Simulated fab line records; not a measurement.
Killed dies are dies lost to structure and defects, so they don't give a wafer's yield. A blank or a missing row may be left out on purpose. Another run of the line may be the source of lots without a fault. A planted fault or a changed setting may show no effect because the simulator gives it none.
Split-lot trial :: flow n5 finfet :: route with 1938 steps; 7 lots, 21 wafers read

ABOUT THE SPLIT
At N5_BEOL_M1_VIA_ETCH_34 (etches the open film in C4F6/O2, target depth 67.8 nm, time 64.4 s), the setting time s was moved away from the recipe's 64.4 s on 9 of the 21 wafers read, by +7.0% to +21.4%. The other wafers ran this setting at the recipe's value.

The reading is taken at the split's own step.

THE READING
SOC_of_BEOL_M1_COAT_67.thk nm (the simulator's own value, which no gauge read), in nm, at N5_BEOL_M1_VIA_ETCH_34 (etches the open film in C4F6/O2, target depth 67.8 nm, time 64.4 s). There is no usual value for it anywhere in the file. Here, 12 wafers ran the recipe; their average is 52.3 nm with a standard deviation of 0.19 nm.

wafer: L074.3
tool, chamber at the split: rie diel-03, 2
time s as run, s: 64.4
against the recipe: recipe
SOC_of_BEOL_M1_COAT_67.thk nm, nm: 52.6
against lot-mates on the recipe: -

wafer: L074.5
tool, chamber at the split: rie diel-03, 3
time s as run, s: 64.4
against the recipe: recipe
SOC_of_BEOL_M1_COAT_67.thk nm, nm: 52.2
against lot-mates on the recipe: -

wafer: L074.6
tool, chamber at the split: rie diel-03, 0
time s as run, s: 64.4
against the recipe: recipe
SOC_of_BEOL_M1_COAT_67.thk nm, nm: 52.6
against lot-mates on the recipe: -

wafer: L076.1
tool, chamber at the split: rie diel-03, 0
time s as run, s: 64.4
against the recipe: recipe
SOC_of_BEOL_M1_COAT_67.thk nm, nm: 52.2
against lot-mates on the recipe: -

wafer: L076.3
tool, chamber at the split: rie diel-03, 3
time s as run, s: 64.4
against the recipe: recipe
SOC_of_BEOL_M1_COAT_67.thk nm, nm: 52.2
against lot-mates on the recipe: -

wafer: L076.5
tool, chamber at the split: rie diel-03, 0
time s as run, s: 74.04
against the recipe: +15.0%
SOC_of_BEOL_M1_COAT_67.thk nm, nm: 51
against lot-mates on the recipe: -1.2

wafer: L080.1
tool, chamber at the split: rie diel-04, 1
time s as run, s: 78.17
against the recipe: +21.4%
SOC_of_BEOL_M1_COAT_67.thk nm, nm: 50.6
against lot-mates on the recipe: -1.8

wafer: L080.3
tool, chamber at the split: rie diel-04, 0
time s as run, s: 64.4
against the recipe: recipe
SOC_of_BEOL_M1_COAT_67.thk nm, nm: 52.4
against lot-mates on the recipe: -

wafer: L080.4
tool, chamber at the split: rie diel-04, 2
time s as run, s: 78.17
against the recipe: +21.4%
SOC_of_BEOL_M1_COAT_67.thk nm, nm: 50.6
against lot-mates on the recipe: -1.8

wafer: L083.1
tool, chamber at the split: rie diel-04, 0
time s as run, s: 64.4
against the recipe: recipe
SOC_of_BEOL_M1_COAT_67.thk nm, nm: 52.4
against lot-mates on the recipe: -

wafer: L083.4
tool, chamber at the split: rie diel-04, 2
time s as run, s: 64.4
against the recipe: recipe
SOC_of_BEOL_M1_COAT_67.thk nm, nm: 52.4
against lot-mates on the recipe: -

wafer: L083.5
tool, chamber at the split: rie diel-04, 1
time s as run, s: 68.9
against the recipe: +7.0%
SOC_of_BEOL_M1_COAT_67.thk nm, nm: 51.8
against lot-mates on the recipe: -0.6

wafer: L087.1
tool, chamber at the split: rie diel-03, 3
time s as run, s: 71.13
against the recipe: +10.5%
SOC_of_BEOL_M1_COAT_67.thk nm, nm: 51.2
against lot-mates on the recipe: -0.8

wafer: L087.5
tool, chamber at the split: rie diel-03, 0
time s as run, s: 71.13
against the recipe: +10.5%
SOC_of_BEOL_M1_COAT_67.thk nm, nm: 51.6
against lot-mates on the recipe: -0.4

wafer: L087.6
tool, chamber at the split: rie diel-03, 1
time s as run, s: 64.4
against the recipe: recipe
SOC_of_BEOL_M1_COAT_67.thk nm, nm: 52
against lot-mates on the recipe: -

wafer: L090.1
tool, chamber at the split: rie diel-04, 3
time s as run, s: 69.67
against the recipe: +8.2%
SOC_of_BEOL_M1_COAT_67.thk nm, nm: 51.4
against lot-mates on the recipe: -0.7

wafer: L090.5
tool, chamber at the split: rie diel-04, 3
time s as run, s: 64.4
against the recipe: recipe
SOC_of_BEOL_M1_COAT_67.thk nm, nm: 52
against lot-mates on the recipe: -

wafer: L090.6
tool, chamber at the split: rie diel-04, 0
time s as run, s: 64.4
against the recipe: recipe
SOC_of_BEOL_M1_COAT_67.thk nm, nm: 52.2
against lot-mates on the recipe: -

wafer: L093.2
tool, chamber at the split: rie diel-02, 3
time s as run, s: 69.08
against the recipe: +7.3%
SOC_of_BEOL_M1_COAT_67.thk nm, nm: 51.4
against lot-mates on the recipe: -0.8

wafer: L093.4
tool, chamber at the split: rie diel-02, 2
time s as run, s: 69.08
against the recipe: +7.3%
SOC_of_BEOL_M1_COAT_67.thk nm, nm: 51.6
against lot-mates on the recipe: -0.6

wafer: L093.6
tool, chamber at the split: rie diel-02, 3
time s as run, s: 64.4
against the recipe: recipe
SOC_of_BEOL_M1_COAT_67.thk nm, nm: 52.2
against lot-mates on the recipe: -

THE FIT
A straight line over all 21 wafers: SOC_of_BEOL_M1_COAT_67.thk nm changes by -0.0818 nm for each +1% of time s; r = -0.95; the points scatter about the line by 0.19 nm.
The same after taking each lot's own level away (the mean of its wafers on the recipe; 21 wafers): -0.0811 nm for each +1%; r = -0.97; scatter 0.14 nm.
Per that fit: largest time s move, reading shift of 1.7 nm.
The lots' own levels span 52.00 to 52.47 nm, that is 2.4 times the standard deviation above.
The two slopes are in agreement: the lot-to-lot level therefore moves the slope only a little.
Check: with one of the wafers moved furthest among these (+21.4%) left out of the fit, the line predicts -1.7 nm for it against its lot-mates. It came out at -1.8 nm against them.

FURTHER SPLITS ON THESE WAFERS
Other splits were also applied to these wafers ahead of the reading. Each is held against what the fit with the lots' levels taken away leaves over:
other split on the same wafers: N5_GATE_CUT_ETCH_58 bias w
wafers away from the commonest value: 4
r with SOC_of_BEOL_M1_COAT_67.thk nm (lot level and that fit taken away): -0.07

other split on the same wafers: N5_MOL_CONTACT_COAG_COAT_58 spin rpm
wafers away from the commonest value: 8
r with SOC_of_BEOL_M1_COAT_67.thk nm (lot level and that fit taken away): -0.39

other split on the same wafers: N5_MOL_CONTACT_COAG_ETCH_105 bias w
wafers away from the commonest value: 9
r with SOC_of_BEOL_M1_COAT_67.thk nm (lot level and that fit taken away): +0.02

other split on the same wafers: N5_MOL_CONTACT_COAG_ALD_27 time s
wafers away from the commonest value: 6
r with SOC_of_BEOL_M1_COAT_67.thk nm (lot level and that fit taken away): -0.32

other split on the same wafers: N5_BEOL_M0_SAQP_PECVD_96 time s
wafers away from the commonest value: 6
r with SOC_of_BEOL_M1_COAT_67.thk nm (lot level and that fit taken away): +0.40

other split on the same wafers: N5_BEOL_M0_SAQP_SPACER2_ALD_26 target thk a
wafers away from the commonest value: 4
r with SOC_of_BEOL_M1_COAT_67.thk nm (lot level and that fit taken away): -0.02

other split on the same wafers: N5_BEOL_M0_SAQP_COAT_69 spin rpm
wafers away from the commonest value: 5
r with SOC_of_BEOL_M1_COAT_67.thk nm (lot level and that fit taken away): +0.31

other split on the same wafers: N5_BEOL_M1_ETCH_74 bias w
wafers away from the commonest value: 7
r with SOC_of_BEOL_M1_COAT_67.thk nm (lot level and that fit taken away): +0.45

THE WHOLE CHAIN: every reading that the file lists as answering this split, in the file's order
step: N5_BEOL_M1_VIA_ETCH_34
what it does: etches the open film in C4F6/O2, target depth 67.8 nm, time 64.4 s
reading: etch.depth nm (the simulator's own value, which no gauge read)
change (the file's fit): +0.679 nm for each +1% of the setting
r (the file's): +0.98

step: N5_BEOL_M1_VIA_ETCH_34
what it does: etches the open film in C4F6/O2, target depth 67.8 nm, time 64.4 s
reading: SOC_of_BEOL_M1_COAT_67.thk nm (the simulator's own value, which no gauge read)
change (the file's fit): -0.081 nm for each +1% of the setting
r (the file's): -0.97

FILE'S OWN FIT
SOC_of_BEOL_M1_COAT_67.thk nm changes by -0.081 nm for each +1% of time s, r = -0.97.
